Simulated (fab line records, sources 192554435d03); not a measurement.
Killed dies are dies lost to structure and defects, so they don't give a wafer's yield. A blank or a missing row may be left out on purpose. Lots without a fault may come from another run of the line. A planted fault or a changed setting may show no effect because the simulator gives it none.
fab line records | flow n5_finfet | part 1 of 2: steps 1 to 22 of 28
record lots=5 wafers=15 last_day=17
route steps=1938 shown ILD0@342 SDB@347
lots that met no fault: from a run of the same line without faults
start_h: hours from the record's first day to the start of the lot's first wafer shown | wait_h: hours since the lot's step before | " the same as in the row above | L1.1+2: a row that stands for several wafers | - no value, or no start given | * or withheld: withheld | < > ~ a bound
route shown NAME@n: a module of which the file shows steps, and the number in the route of the first | usual: mean/standard deviation of fault-free wafers | same: alike in all rows | chamber/n: place in a boat | sites: the reading at each site | _std_site: their standard deviation | _edge_site: outer sites' mean less inner sites' | radius_mm: how far each site lies from the wafer's centre | mask NAME#n: copy n | behind: the tool/chamber that last shaped the wafer | hold: why the lot was held/for how many hours/how that ended | device: the transistor (n, p or np) that didn't switch | end of line: the same wafers' tests at the end of the route | a step without rows: its recipe alone | killed: dies lost to structure and defects at the first sort, not the wafer's yield | map: a wafer's dies, x killed, . not, _ none there
set.NAME: the setting as run; set.NAME@STEP: as run at that earlier step | model.NAME: the simulator's own value behind a step, which no gauge read
lots at some steps of the route; a table a step, a row a wafer
services: from which hour (start_h, from the record's first day; less than 0 if before it) a tool's chamber was out of use, for how many hours, and why
## steps
# step N5_ILD0_PRECLEAN_10
# recipe chemistry=NF3:NH3 afs_cycles=5 time_s=20 temp_c=30 sublimation_temp_c=180 sublimation_time_s=60 pressure_torr=3 rf_power_w=30
# usual sublimation_temp_c=180.04/0.15
# columns lot.wafer tool chamber start_h wait_h sublimation_temp_c
L074.2 remote_plasma-01 0 62.37 0.1 180.15
L074.3 " 0 " " 180.13
L074.4 " 0 " " 179.88
L076.2 remote_plasma-01 0 75.80 0.1 180.09
L076.4 " 0 " " 180.10
L076.6 " 0 " " 179.89
L085.2 remote_plasma-01 1 128.49 0.1 179.88
L085.4 " 1 " " 179.95
L085.5 " 1 " " 180.00
L089.1 remote_plasma-02 1 151.81 0.0 179.86
L089.4 " 1 " " 179.97
L089.6 " 1 " " 179.87
L092.3 remote_plasma-01 1 170.66 0.3 180.23
L092.4 " 1 " " 180.12
L092.6 " 1 " " 180.08
# step N5_ILD0_ALD_15
# recipe material=SiNx target_thk_a=240 temp_c=400 ald_precursor_family=SiH2I2 ald_co_reactant=N2/H2-plasma pulse_time_s=1 ald_cycles=480 purge_time_s=2 co_reactant_purge_time_s=2 pressure_torr=2
# usual heater_power_w=874/81 precursor_pulse_height_rel=0.998/0.019
# columns lot.wafer tool chamber start_h wait_h heater_power_w precursor_pulse_height_rel
L074.2 ald_sin-04 0 62.94 0.5 799 0.990
L074.3 " 2 " " 916 0.987
L074.4 " 1 " " 983 0.973
L076.2 ald_sin-04 3 76.37 0.5 742 0.995
L076.4 " 2 " " 901 0.992
L076.6 " 0 77.45 1.1 838 0.989
L085.2 ald_sin-03 3 129.07 0.5 870 1.013
L085.4 " 3 130.15 1.3 869 1.021
L085.5 " 1 " " 842 0.988
L089.1 ald_sin-04 0 152.56 0.6 802 1.022
L089.4 " 1 " " 964 0.998
L089.6 " 0 153.65 1.2 819 1.020
L092.3 ald_sin-01 2 171.18 0.4 845 1.006
L092.4 " 0 172.27 1.4 940 1.028
L092.6 " 1 " " 895 1.024
# step N5_ILD0_CMP_12
# recipe stop_on=poly-Si material=SiNx t_overpolish_s=6 post_cmp_clean=alkaline_brush down_force_psi=2.5 platen_rpm=51.8 pad_velocity_m_s=1.0307 target_thk_nm=17.67
# usual motor_current_A=8.9/1.1 overpolish_run_s=5.998/0.0095 time_to_endpoint_s=28/3.1
# columns lot.wafer tool chamber start_h wait_h motor_current_A overpolish_run_s time_to_endpoint_s
L074.3 cmp-02 3 65.14 1.1 8.1 5.986 26
L074.4 " 0 " " 7.7 6.001 32
L074.2 " 2 " " 10.0 5.998 28
L076.2 cmp-02 1 78.63 1.2 9.5 5.994 22
L076.4 " 2 " " 9.9 5.994 26
L076.6 " 2 " " 9.7 6.004 23
L085.4 cmp-03 3 131.34 0.1 7.8 5.991 26
L085.2 " 0 " " 8.4 6.004 31
L085.5 " 2 " " 11.1 6.006 24
L089.4 cmp-01 0 154.82 1.2 9.1 5.976 27
L089.1 " 3 " " 9.4 5.996 28
L089.6 " 0 " " 8.7 5.994 26
L092.3 cmp-02 0 173.41 1.1 8.5 5.998 34
L092.4 " 2 " " 10.7 5.986 30
L092.6 " 1 " " 9.8 5.979 25
# step N5_ILD0_THK_MEAS_13
# usual thk_nm=17.1/1.2
# columns lot.wafer tool chamber start_h wait_h thk_nm
L074.2 film_metro-01 - 65.44 - 17.5
L074.3 " - " " 16.4
L074.4 " - " " 19.0
L076.2 film_metro-02 - 78.93 - 16.4
L076.4 " - " " 17.4
L076.6 " - " " 15.6
L085.2 film_metro-01 - 131.56 - 18.3
L085.4 " - " " 17.4
L085.5 " - " " 15.7
L089.1 film_metro-02 - 155.11 - 17.1
L089.4 " - " " 17.4
L089.6 " - " " 17.8
L092.3 film_metro-02 - 173.71 - 19.2
L092.4 " - " " 18.1
L092.6 " - " " 16.0
# step N5_ILD0_INSPECT_06
# recipe inspect_instrument=darkfield mode=post_cmp
# usual raw_defect_count=34/16
# columns lot.wafer tool chamber start_h wait_h raw_defect_count
L074.2 defect_inspect-02 - 65.46 0.0 27
L074.3 " - " " 45
L074.4 " - " " 24
L076.2 defect_inspect-02 - 78.95 0.0 28
L076.4 " - " " 28
L076.6 " - " " 16
L085.2 defect_inspect-01 - 131.59 0.0 41
L085.4 " - " " 77
L085.5 " - " " 41
L089.1 defect_inspect-02 - 155.14 0.0 27
L089.4 " - " " 30
L089.6 " - " " 12
L092.3 defect_inspect-02 - 173.73 0.0 27
L092.4 " - " " 23
L092.6 " - " " 19
# step N5_SDB_HM_DEP_00
# recipe material=SiNx target_thk_a=400 temp_c=400 precursor=SiH4/NH3/N2 pressure_torr=1.5 rf_w=300 time_s=35.3
# usual heater_power_w=770/130 showerhead_plenum_p_Torr=5.12/0.047 throttle_valve_pct=40.9/1.7
# columns lot.wafer tool chamber start_h wait_h heater_power_w showerhead_plenum_p_Torr throttle_valve_pct
L074.2 pecvd-03 2 65.50 0.0 674 5.11 39.1
L074.3 " 0 " " 1021 5.10 41.1
L074.4 " 0 " " 1007 5.12 41.2
L076.2 pecvd-02 2 78.99 0.0 732 5.15 37.5
L076.4 " 0 " " 837 5.11 42.1
L076.6 " 1 " " 740 5.08 42.0
L085.2 pecvd-02 0 131.62 0.0 874 5.12 42.3
L085.4 " 2 " " 661 5.16 37.5
L085.5 " 1 " " 812 5.07 42.0
L089.1 pecvd-02 2 155.18 0.0 760 5.13 37.4
L089.4 " 0 " " 820 5.11 42.5
L089.6 " 1 " " 818 5.08 42.3
L092.3 pecvd-04 0 173.77 0.0 704 5.06 43.1
L092.4 " 0 " " 691 5.06 43.2
L092.6 " 1 " " 630 5.15 40.4
# step N5_SDB_COAT_03
# recipe resist=SOC temp_c=250 time_s=60 spin_rpm=1500 resist_thk_nm=100
# usual heater_power_total_W=500.7/1.7
# columns lot.wafer tool chamber start_h wait_h heater_power_total_W
L074.2 litho_track-05 0 65.58 0.1 502.0
L074.3 " 0 " " 498.7
L074.4 " 0 " " 499.2
L076.2 litho_track-01 0 79.07 0.1 502.6
L076.4 " 0 " " 499.5
L076.6 " 0 " " 497.7
L085.2 litho_track-01 0 131.71 0.1 497.4
L085.4 " 0 " " 503.1
L085.5 " 0 " " 501.3
L089.1 litho_track-01 0 155.26 0.1 497.5
L089.4 " 0 " " 501.3
L089.6 " 0 " " 499.8
L092.3 litho_track-03 0 173.85 0.1 501.5
L092.4 " 0 " " 498.9
L092.6 " 0 " " 503.3
# step N5_SDB_COAT_04
# recipe resist=SiARC temp_c=220 time_s=60 spin_rpm=1500 resist_thk_nm=18
# usual heater_power_total_W=427.6/2
# columns lot.wafer tool chamber start_h wait_h heater_power_total_W
L074.2 litho_track-05 0 - - 425.9
L074.3 " 0 " " 426.4
L074.4 " 0 " " 425.5
L076.2 litho_track-01 0 - - 426.6
L076.4 " 0 " " 430.8
L076.6 " 0 " " 426.2
L085.2 litho_track-01 0 - - 425.2
L085.4 " 0 " " 426.6
L085.5 " 0 " " 428.9
L089.1 litho_track-01 0 - - 430.9
L089.4 " 0 " " 424.9
L089.6 " 0 " " 430.1
L092.3 litho_track-03 0 - - 430.4
L092.4 " 0 " " 429.9
L092.6 " 0 " " 424.6
# step N5_SDB_COAT_05
# recipe resist=CAR-ArF spin_rpm=1500 resist_thk_nm=90
# columns lot.wafer tool chamber start_h wait_h
L074.2+3+4 litho_track-05 0 - -
L076.2+4+6 litho_track-01 0 - -
L085.2+4+5 litho_track-01 0 - -
L089.1+4+6 litho_track-01 0 - -
L092.3+4+6 litho_track-03 0 - -
# step N5_SDB_EBR_07
# recipe solvent=PGMEA ebr_width_mm=1.5
# columns lot.wafer tool chamber start_h wait_h
L074.2+3+4 litho_track-05 0 - -
L076.2+4+6 litho_track-01 0 - -
L085.2+4+5 litho_track-01 0 - -
L089.1+4+6 litho_track-01 0 - -
L092.3+4+6 litho_track-03 0 - -
# step N5_SDB_SOFTBAKE_06
# recipe temp_c=110 time_s=60 resist=CAR-ArF
# usual heater_power_total_W=175.3/1.6
# columns lot.wafer tool chamber start_h wait_h heater_power_total_W
L074.2 litho_track-05 0 - - 173.8
L074.3 " 0 " " 177.5
L074.4 " 0 " " 176.5
L076.2 litho_track-01 0 - - 177.0
L076.4 " 0 " " 177.1
L076.6 " 0 " " 176.3
L085.2 litho_track-01 0 - - 174.2
L085.4 " 0 " " 177.0
L085.5 " 0 " " 173.0
L089.1 litho_track-01 0 - - 173.0
L089.4 " 0 " " 174.2
L089.6 " 0 " " 173.0
L092.3 litho_track-03 0 - - 175.9
L092.4 " 0 " " 173.8
L092.6 " 0 " " 177.4
# step N5_SDB_EXPOSE_08
# recipe mask_id=SDB na=1.35 source_shape=conventional sigma_outer=0.5 polarization=unpolarized dose_mj=49.6
# usual stage_vel_mm_s=499.93/0.21
# columns lot.wafer tool chamber start_h wait_h mask stage_vel_mm_s
L074.2 arfi_scanner-02 0 65.71 - SDB#0 499.95
L074.3 " 0 " " SDB#0 499.88
L074.4 " 0 " " SDB#0 499.78
L076.2 arfi_scanner-02 0 79.19 - SDB#0 499.68
L076.4 " 0 " " SDB#0 499.81
L076.6 " 0 " " SDB#0 500.06
L085.2 arfi_scanner-01 0 131.83 - SDB#0 499.83
L085.4 " 0 " " SDB#0 500.14
L085.5 " 0 " " SDB#0 499.92
L089.1 arfi_scanner-02 0 155.37 - SDB#0 500.22
L089.4 " 0 " " SDB#0 499.87
L089.6 " 0 " " SDB#0 500.04
L092.3 arfi_scanner-03 0 173.98 - SDB#0 499.80
L092.4 " 0 " " SDB#0 500.11
L092.6 " 0 " " SDB#0 500.34
# step N5_SDB_PEB_09
# recipe peb_temp_c=withheld peb_time_s=60 resist=CAR-ArF
# columns lot.wafer tool chamber start_h wait_h
L074.2+3+4 litho_track-05 0 65.76 0.0
L076.2+4+6 litho_track-01 0 79.25 0.0
L085.2+4+5 litho_track-05 0 131.88 0.0
L089.1+4+6 litho_track-05 0 155.43 0.1
L092.3+4+6 litho_track-01 0 174.03 0.0
# step N5_SDB_DEVELOP_10
# recipe develop_time_s=30 developer=TMAH resist=CAR-ArF rinse_liquid=diw dry=air_spin dev_temp_c=23
# columns lot.wafer tool chamber start_h wait_h
L074.2+3+4 litho_track-05 0 - -
L076.2+4+6 litho_track-01 0 - -
L085.2+4+5 litho_track-05 0 - -
L089.1+4+6 litho_track-05 0 - -
L092.3+4+6 litho_track-01 0 - -
# step N5_SDB_CD_MEAS_11
# recipe target_cd_nm=50 landing_energy_ev=500 detector=se_inlens polarity=opening
# usual cd_nm=50.9/1.3
# columns lot.wafer tool chamber start_h wait_h cd_nm
L074.2 cd_sem-02 0 65.83 - 49.0
L074.3 " 0 " " 50.8
L074.4 " 0 " " 49.1
L076.2 cd_sem-01 0 79.31 - 52.9
L076.4 " 0 " " 50.2
L076.6 " 0 " " 52.7
L085.2 cd_sem-03 0 131.95 - 51.7
L085.4 " 0 " " 51.5
L085.5 " 0 " " 50.3
L089.1 cd_sem-03 0 155.50 - 48.5
L089.4 " 0 " " 52.5
L089.6 " 0 " " 50.2
L092.3 cd_sem-02 0 174.10 - 54.2
L092.4 " 0 " " 53.6
L092.6 " 0 " " 51.0
# step N5_SDB_OVL_MEAS_12
# recipe points_per_wafer=44
# usual SDB_OVL=-0.2/0.71
# columns lot.wafer tool chamber start_h wait_h SDB_OVL[nm]
L074.2 overlay-01 0 65.86 0.0 0.5
L074.3 " 0 " " -0.9
L074.4 " 0 " " 0.4
L076.2 overlay-02 0 79.34 0.0 -1.5
L076.4 " 0 " " -0.4
L076.6 " 0 " " -0.6
L085.2 overlay-01 0 131.98 0.0 -0.3
L085.4 " 0 " " 0.2
L085.5 " 0 " " -0.3
L089.1 overlay-01 0 155.53 0.0 0.3
L089.4 " 0 " " 0.3
L089.6 " 0 " " 0.1
L092.3 overlay-02 0 174.13 0.0 0.2
L092.4 " 0 " " 0.6
L092.6 " 0 " " -0.2
# step N5_SDB_INSPECT_13
# recipe mode=adi inspect_instrument=brightfield
# usual raw_defect_count=93/47
# columns lot.wafer tool chamber start_h wait_h raw_defect_count
L074.2 defect_inspect-01 - 65.88 0.0 163
L074.3 " - " " 215
L074.4 " - " " 133
L076.2 defect_inspect-02 - 79.37 0.0 39
L076.4 " - " " 123
L076.6 " - " " 122
L085.2 defect_inspect-01 - 132.00 0.0 68
L085.4 " - " " 69
L085.5 " - " " 49
L089.1 defect_inspect-02 - 155.55 0.0 60
L089.4 " - " " 79
L089.6 " - " " 46
L092.3 defect_inspect-01 - 174.15 0.0 86
L092.4 " - " " 141
L092.6 " - " " 121
# step N5_SDB_DESCUM_16
# recipe chemistry=O2 time_s=7.9 source_power_w=50 bias_power_w=20 pressure_mtorr=20 rf_frequency_hz=2.712e+07 temp_c=40 resist=CAR-ArF o2_flow_sccm=225
# usual drypump_motor_current_A=5.5/0.42 oes_product_au=0.79/0.096 rf_vpp_V=243.3/1.5 showerhead_plenum_p_Torr=2.12/0.079 throttle_valve_pct=20.5/0.31
# columns lot.wafer tool chamber start_h wait_h drypump_motor_current_A oes_product_au rf_hours_counter_h rf_vpp_V showerhead_plenum_p_Torr throttle_valve_pct
L074.2 rie_diel-05 3 65.91 0.0 6.3 0.71 234 242.4 2.09 20.5
L074.3 " 2 " " 5.7 0.69 190 242.2 2.08 20.6
L074.4 " 2 " " 5.7 0.70 - 243.4 2.08 20.6
L076.2 rie_diel-01 3 79.40 0.0 5.6 0.80 69 244.8 2.13 20.2
L076.4 " 2 " " 5.9 0.71 222 241.7 2.02 21.1
L076.6 " 3 " " 5.6 0.82 - 242.7 2.13 20.2
L085.2 rie_diel-01 0 132.20 0.2 5.8 0.67 247 243.9 2.15 20.9
L085.4 " 3 " " 5.6 0.79 89 243.3 2.13 20.2
L085.5 " 0 " " 5.7 0.66 - 244.6 2.15 20.9
L089.1 rie_diel-03 1 156.04 0.5 5.0 0.68 249 240.6 1.95 20.4
L089.4 " 3 " " 5.5 0.81 76 244.7 2.21 20.4
L089.6 " 2 " " 6.0 0.90 - 245.5 2.23 20.2
L092.3 rie_diel-05 3 174.18 0.0 6.3 0.92 21 243.9 2.08 20.0
L092.4 " 2 " " 5.7 0.67 230 241.2 2.07 20.7
L092.6 " 1 " " 5.5 0.79 - 241.6 2.05 20.7
# step N5_SDB_ETCH_17
# recipe chemistry=CF4 target=SiARC target_depth_a=234 mask_material=CAR-ArF time_s=39 ion_energy_ev=80 pressure_mtorr=40 source_w=545 bias_w=36 Ar_flow_sccm=100 cf4_flow_sccm=100 ends=cleared
# usual cf4_flow_sccm=100.00/0.27 drypump_motor_current_A=5.5/0.42 etch_rf_on_time_s=39.1/1.2 oes_product_au=0.68/0.082 rf_vpp_V=184.2/1.3 showerhead_plenum_p_Torr=2.16/0.079 throttle_valve_pct=15.64/0.29
# columns lot.wafer tool chamber start_h wait_h cf4_flow_sccm drypump_motor_current_A etch_rf_on_time_s oes_product_au rf_hours_counter_h rf_vpp_V showerhead_plenum_p_Torr throttle_valve_pct
L074.2 rie_diel-05 3 65.95 0.0 100.11 6.3 39.0 0.61 234 181.5 2.13 15.64
L074.3 " 2 " " 100.10 5.8 38.6 0.61 190 184.0 2.11 15.75
L074.4 " 2 " " 99.93 5.8 38.2 0.61 - 183.4 2.11 15.75
L076.2 rie_diel-01 3 79.44 0.0 99.97 5.6 39.9 0.70 69 184.6 2.16 15.28
L076.4 " 2 " " 99.99 5.9 38.4 0.61 222 183.1 2.04 16.04
L076.6 " 3 " " 99.65 5.6 39.4 0.70 - 184.3 2.16 15.28
L085.2 rie_diel-01 0 132.23 0.0 99.91 5.8 40.9 0.56 247 185.9 2.20 16.01
L085.4 " 3 " " 99.67 5.6 39.7 0.69 89 185.5 2.15 15.33
L085.5 " 0 " " 100.03 5.8 41.2 0.55 - 182.8 2.20 16.01
L089.1 rie_diel-03 1 156.07 0.0 99.88 5.0 38.2 0.59 249 181.7 2.03 15.89
L089.4 " 3 " " 99.82 5.4 41.2 0.68 76 185.0 2.25 15.50
L089.6 " 2 " " 99.80 6.0 36.7 0.80 - 184.3 2.27 15.27
L092.3 rie_diel-05 3 174.22 0.0 100.14 6.3 39.3 0.78 21 183.2 2.12 15.16
L092.4 " 2 " " 100.14 5.7 38.4 0.58 230 182.4 2.10 15.84
L092.6 " 1 " " 99.97 5.6 39.2 0.68 - 181.5 2.07 15.68
# step N5_SDB_ETCH_18
# recipe chemistry=N2/H2 target=SOC target_depth_a=1000 overetch_a=200 mask_material=SiARC temp_c=40 time_s=150 ion_energy_ev=200 pressure_mtorr=30 source_w=840 bias_w=150 n2_flow_sccm=200 h2_flow_sccm=200
# usual drypump_motor_current_A=5.5/0.42 h2_flow_sccm=200.0/0.6 oes_product_au=0.71/0.08 rf_vpp_V=524.3/2.8 showerhead_plenum_p_Torr=2.55/0.1 throttle_valve_pct=17.8/0.39
# columns lot.wafer tool chamber start_h wait_h drypump_motor_current_A h2_flow_sccm oes_product_au rf_hours_counter_h rf_vpp_V showerhead_plenum_p_Torr throttle_valve_pct
L074.2 rie_diel-05 3 65.98 0.0 6.3 200.2 0.64 234 522.5 2.48 17.6
L074.3 " 2 " " 5.7 199.5 0.63 190 524.1 2.50 17.8
L074.4 " 2 " " 5.7 199.6 0.63 - 524.4 2.50 17.8
L076.2 rie_diel-01 3 79.47 0.0 5.6 200.0 0.73 69 526.1 2.57 17.4
L076.4 " 2 " " 5.9 200.6 0.64 222 520.2 2.39 18.1
L076.6 " 3 " " 5.6 200.8 0.74 - 524.0 2.57 17.4
L085.2 rie_diel-01 0 132.27 0.0 5.8 200.4 0.61 247 526.2 2.60 18.2
L085.4 " 3 " " 5.6 199.5 0.72 89 525.9 2.56 17.4
L085.5 " 0 " " 5.8 199.7 0.60 - 525.3 2.60 18.3
L089.1 rie_diel-03 1 156.11 0.0 5.0 199.9 0.61 249 519.5 2.41 18.1
L089.4 " 3 " " 5.4 201.4 0.74 76 529.0 2.66 17.5
L089.6 " 2 " " 6.0 198.8 0.80 - 528.1 2.68 17.3
L092.3 rie_diel-05 3 174.25 0.0 6.3 200.1 0.82 21 523.0 2.46 17.1
L092.4 " 2 " " 5.7 200.7 0.61 230 523.2 2.48 17.9
L092.6 " 1 " " 5.6 200.9 0.71 - 520.1 2.44 17.8
# step N5_SDB_STRIP_19
# recipe chemistry=N2/H2 temp_c=40 n2_flow_sccm=200 h2_flow_sccm=200 rf_frequency_hz=6e+07
# columns lot.wafer tool chamber start_h wait_h
L074.2+3+4 rie_diel-05 3,2,2 66.11 0.1
L076.2+4+6 rie_diel-01 3,2,3 79.60 0.1
L085.2+4+5 rie_diel-01 0,3,0 132.40 0.1
L089.1+4+6 rie_diel-03 1,3,2 156.24 0.1
L092.3+4+6 rie_diel-05 3,2,1 174.38 0.1
# step N5_SDB_STRIP_21
# recipe chemistry=CF4 resist=SiARC power_w=300 bias_power_w=75 pressure_mtorr=50 cf4_flow_sccm=150 rf_frequency_hz=6e+07
# usual cf4_flow_sccm=150.0/0.43 drypump_motor_current_A=5.5/0.43 oes_product_au=0.78/0.089 rf_vpp_V=271.3/1.6 showerhead_plenum_p_Torr=1.80/0.063 throttle_valve_pct=13.6/0.32
# columns lot.wafer tool chamber start_h wait_h cf4_flow_sccm drypump_motor_current_A oes_product_au rf_hours_counter_h rf_vpp_V showerhead_plenum_p_Torr throttle_valve_pct
L074.2 rie_diel-05 3 66.12 0.0 150.5 6.3 0.70 234 270.1 1.78 13.6
L074.3 " 2 " " 150.5 5.7 0.70 190 270.3 1.78 13.8
L074.4 " 2 " " 149.7 5.8 0.70 - 271.3 1.78 13.8
L076.2 rie_diel-01 3 79.61 0.0 150.1 5.6 0.81 69 271.8 1.80 13.2
L076.4 " 2 " " 149.6 5.9 0.71 222 268.6 1.71 14.0
L076.6 " 3 " " 150.3 5.6 0.81 - 272.2 1.80 13.2
L085.2 rie_diel-01 0 132.41 0.0 150.2 5.8 0.67 247 271.6 1.83 14.0
L085.4 " 3 " " 150.2 5.6 0.79 90 271.4 1.80 13.3
L085.5 " 0 " " 149.9 5.8 0.66 - 272.7 1.83 14.0
L089.1 rie_diel-03 1 156.25 0.0 149.5 5.0 0.68 249 267.9 1.70 13.9
L089.4 " 3 " " 150.5 5.4 0.82 76 272.7 1.88 13.5
L089.6 " 2 " " 150.0 6.0 0.88 - 272.4 1.89 13.2
L092.3 rie_diel-05 3 174.39 0.0 150.4 6.3 0.91 21 269.0 1.77 13.1
L092.4 " 2 " " 150.4 5.7 0.67 230 270.8 1.77 13.9
L092.6 " 1 " " 149.1 5.6 0.79 - 269.1 1.75 13.7
